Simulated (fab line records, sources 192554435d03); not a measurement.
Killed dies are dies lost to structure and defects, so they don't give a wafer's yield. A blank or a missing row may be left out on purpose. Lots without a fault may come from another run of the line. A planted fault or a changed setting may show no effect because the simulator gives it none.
Split-lot experiment | flow n5_finfet | 7 lots, 39 wafers read, on a route of 1938 steps

THE SPLIT
At N5_BEOL_M7_ETCH_66 (etches SOC in N2/H2, target depth 80 nm, overetch 16 nm, time 120 s), the setting time_s was moved away from the recipe's 120 s on 12 of the 39 wafers read, by -29.3% to +52.3%. The other wafers ran this setting at the recipe's value.

The reading is taken at the split's own step.

THE READING
BEOL_M7.cd_nm (the simulator's own value, which no gauge read), in nm, at N5_BEOL_M7_ETCH_66 (etches SOC in N2/H2, target depth 80 nm, overetch 16 nm, time 120 s). The file gives no usual value for it. The 27 wafers here that ran the recipe average 40.0 nm, standard deviation 0.25 nm.

wafer  | tool, chamber at the split | time_s as run, s | against the recipe | BEOL_M7.cd_nm, nm | against lot-mates on the recipe
L077.1 | rie_diel-02, 3             | 120              | recipe             | 40.2              | -
L077.2 | rie_diel-02, 0             | 120              | recipe             | 40                | -
L077.3 | rie_diel-02, 2             | 120              | recipe             | 39.8              | -
L077.5 | rie_diel-02, 2             | 120              | recipe             | 39.8              | -
L077.4 | rie_diel-02, 1             | 120              | recipe             | 40.2              | -
L077.6 | rie_diel-02, 1             | 120              | recipe             | 40.2              | -
L082.1 | rie_diel-06, 2,0           | 120              | recipe             | 39.8              | -
L082.4 | rie_diel-06, 2,0           | 120              | recipe             | 39.8              | -
L082.2 | rie_diel-06, 3             | 182.8            | +52.3%             | 41.4              | +1.5
L082.3 | rie_diel-06, 1             | 182.8            | +52.3%             | 41.2              | +1.3
L082.5 | rie_diel-06, 2             | 182.8            | +52.3%             | 41.4              | +1.5
L082.6 | rie_diel-06, 3             | 120              | recipe             | 40.2              | -
L084.1 | rie_diel-02, 0             | 120              | recipe             | 40.2              | -
L084.2 | rie_diel-02, 2             | 120              | recipe             | 39.8              | -
L084.3 | rie_diel-02, 3,1,1         | 120              | recipe             | 40                | -
L084.4 | rie_diel-02, 3,1,1         | 120              | recipe             | 40                | -
L084.5 | rie_diel-02, 3,1,1         | 120              | recipe             | 40                | -
L084.6 | rie_diel-02, 0             | 120              | recipe             | 40                | -
L085.1 | rie_diel-01, 2             | 120              | recipe             | 39.6              | -
L085.2 | rie_diel-01, 1,3           | 86.67            | -27.8%             | 39.2              | -0.7
L085.4 | rie_diel-01, 1,3           | 86.67            | -27.8%             | 39.2              | -0.7
L085.3 | rie_diel-01, 0             | 120              | recipe             | 40.4              | -
L085.5 | rie_diel-01, 0             | 86.67            | -27.8%             | 39.6              | -0.3
L085.6 | rie_diel-01, 3             | 120              | recipe             | 39.8              | -
L086.1 | rie_diel-02, 1             | 120              | recipe             | 40                | -
L086.2 | rie_diel-02, 3,1           | 86.93            | -27.6%             | 39.4              | -0.4
L086.5 | rie_diel-02, 3,1           | 86.93            | -27.6%             | 39.4              | -0.4
L086.3 | rie_diel-02, 0             | 120              | recipe             | 39.8              | -
L086.4 | rie_diel-02, 2             | 86.93            | -27.6%             | 39.2              | -0.6
L086.6 | rie_diel-02, 2             | 120              | recipe             | 39.6              | -
L092.1 | rie_diel-02, 1             | 120              | recipe             | 40.4              | -
L092.2 | rie_diel-02, 0             | 84.84            | -29.3%             | 39.4              | -0.9
L092.3 | rie_diel-02, 2             | 120              | recipe             | 40.4              | -
L092.4 | rie_diel-02, 3             | 84.84            | -29.3%             | 39.2              | -1.1
L092.5 | rie_diel-02, 1             | 84.84            | -29.3%             | 39.6              | -0.7
L092.6 | rie_diel-02, 0             | 120              | recipe             | 40.2              | -
L096.1 | rie_diel-06, 0             | 120              | recipe             | 39.4              | -
L096.2 | rie_diel-06, 1             | 120              | recipe             | 40                | -
L096.4 | rie_diel-06, 3             | 120              | recipe             | 40.2              | -
Where a row lists several chambers, the file gives one row for several wafers and doesn't say which wafer went through which chamber.

THE FIT
A straight line over all 39 wafers: BEOL_M7.cd_nm changes by +0.0243 nm for each +1% of time_s; r = +0.90; the points scatter about the line by 0.23 nm.
The same after taking each lot's own level away (the mean of its wafers on the recipe; 39 wafers): +0.0255 nm for each +1%; r = +0.92; scatter 0.22 nm.
On that fit, the largest move of time_s shifts the reading by 1.3 nm.
The lots' own levels span 39.80 to 40.33 nm, that is 2.1 times the standard deviation above.
So the lot-to-lot level changes the slope little: the two slopes agree.
Check: with one of the wafers moved furthest among these (+52.3%) left out of the fit, the line predicts +1.32 nm for it against its lot-mates. It came out at +1.47 nm against them.

OTHER SPLITS ON THESE WAFERS
These wafers also went through other splits before the reading. Each is held against what the fit with the lots' levels taken away leaves over:
other split on the same wafers     | wafers away from the commonest value | r with BEOL_M7.cd_nm (lot level and that fit taken away)
N5_FIN_SAQP_PECVD_06 time_s        | 15                                   | -0.12
N5_SDB_ALD_29 ald_cycles           | 15                                   | +0.15
N5_HKMG_FIN_PWFM_ALD_03 ald_cycles | 12                                   | +0.18
N5_BEOL_M0_SAQP_PECVD_96 time_s    | 15                                   | +0.01
N5_BEOL_M3_ETCH_41 target_depth_a  | 12                                   | -0.16

THE WHOLE CHAIN: every reading that the file lists as answering this split, in the file's order
step               | what it does                                                        | reading                                                                          | change (the file's fit)                | r (the file's)
N5_BEOL_M7_ETCH_66 | etches SOC in N2/H2, target depth 80 nm, overetch 16 nm, time 120 s | SiARC_of_BEOL_M7_COAT_64.thk_nm (the simulator's own value, which no gauge read) | -0.0549 nm for each +1% of the setting | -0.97
N5_BEOL_M7_ETCH_66 | etches SOC in N2/H2, target depth 80 nm, overetch 16 nm, time 120 s | BEOL_M7.cd_nm (the simulator's own value, which no gauge read)                   | +0.0254 nm for each +1% of the setting | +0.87

THE FILE'S OWN FIT
BEOL_M7.cd_nm changes by +0.0254 nm for each +1% of time_s, r = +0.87.
